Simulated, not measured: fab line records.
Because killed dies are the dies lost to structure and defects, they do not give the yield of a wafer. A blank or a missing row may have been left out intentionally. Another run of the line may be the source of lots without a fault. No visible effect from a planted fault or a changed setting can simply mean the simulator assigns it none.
Matching of chambers ; flow n5_finfet ; N5_HKMG_FIN_ALD_74 on ald_hk-02 has 4 sister chambers
The step deposits La2O3, target thk 0.5 nm, pulse time 6 s, co reactant pulse time 1 s. 22 wafers are shown with their chamber, then 11 later ones without.

## EACH WAFER AND ITS CHAMBER
wafer;chamber;heater_power_w (W);precursor_pulse_height_rel
L074.1;3;391;1.021
L074.4;1;369;0.986
L074.6;2;365;0.973
L075.1;0;350;1.038
L075.2;2;362;1.012
L075.6;0;353;1.010
L080.2;3;409;0.981
L080.4;1;371;0.976
L080.5;3;397;0.991
L086.1;0;343;1.009
L086.2;3;405;0.971
L086.3;1;386;0.996
L086.4;2;360;0.974
L086.5;2;362;1.027
L086.6;3;404;0.988
L087.1;1;360;0.992
L087.2;3;404;1.000
L087.5;1;384;1.022
L088.2;0;346;0.987
L088.3;1;372;0.980
L088.6;0;352;1.022
L091.2;1;376;0.996

SIGNATURES (averages over the wafers above)
reading;chamber 0;chamber 1;chamber 2;chamber 3;scatter within a chamber
heater_power_w;348.80;374.00;362.25;401.67;6.57
precursor_pulse_height_rel;1.01320;0.99257;0.99650;0.99200;0.019
Rule: for each reading, subtract the chamber's mean from the wafer's reading, divide by that reading's scatter and square the result; add these up over the readings and take the root, which gives the wafer's distance from the chamber. The wafer belongs to the nearest chamber; if the next one is less than 2 further off, it can't be placed. The scatter: take each reading less its chamber's mean, square it, sum over the shown wafers, divide by the number of wafers less the number of chambers, and take the root.

## WAFERS WHOSE CHAMBER IS MISSING
wafer;heater_power_w (W);precursor_pulse_height_rel
L091.5;357;1.005
L091.6;372;1.029
L094.1;371;0.992
L094.3;351;1.024
L094.4;360;0.984
L095.2;402;1.028
L095.5;346;0.985
L095.6;365;1.003
L097.1;369;1.008
L097.5;361;1.011
L097.6;372;0.988

## WHICH CHAMBER EACH ONE RAN IN
wafer;from the rows above;in truth
L091.5;can't be placed: 2 or 0 or 1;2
L091.6;can't be placed: 1 or 2 or 0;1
L094.1;can't be placed: 1 or 2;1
L094.3;can't be placed: 0 or 2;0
L094.4;can't be placed: 2 or 1 or 0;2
L095.2;3;3
L095.5;can't be placed: 0 or 2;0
L095.6;can't be placed: 2 or 1 or 0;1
L097.1;can't be placed: 1 or 2 or 0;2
L097.5;can't be placed: 2 or 0 or 1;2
L097.6;can't be placed: 1 or 2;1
Correct placement for 1 of the 11. Unplaceable from these rows: 10, with the true chamber sitting among the candidates in 10. 0 placed wrongly.
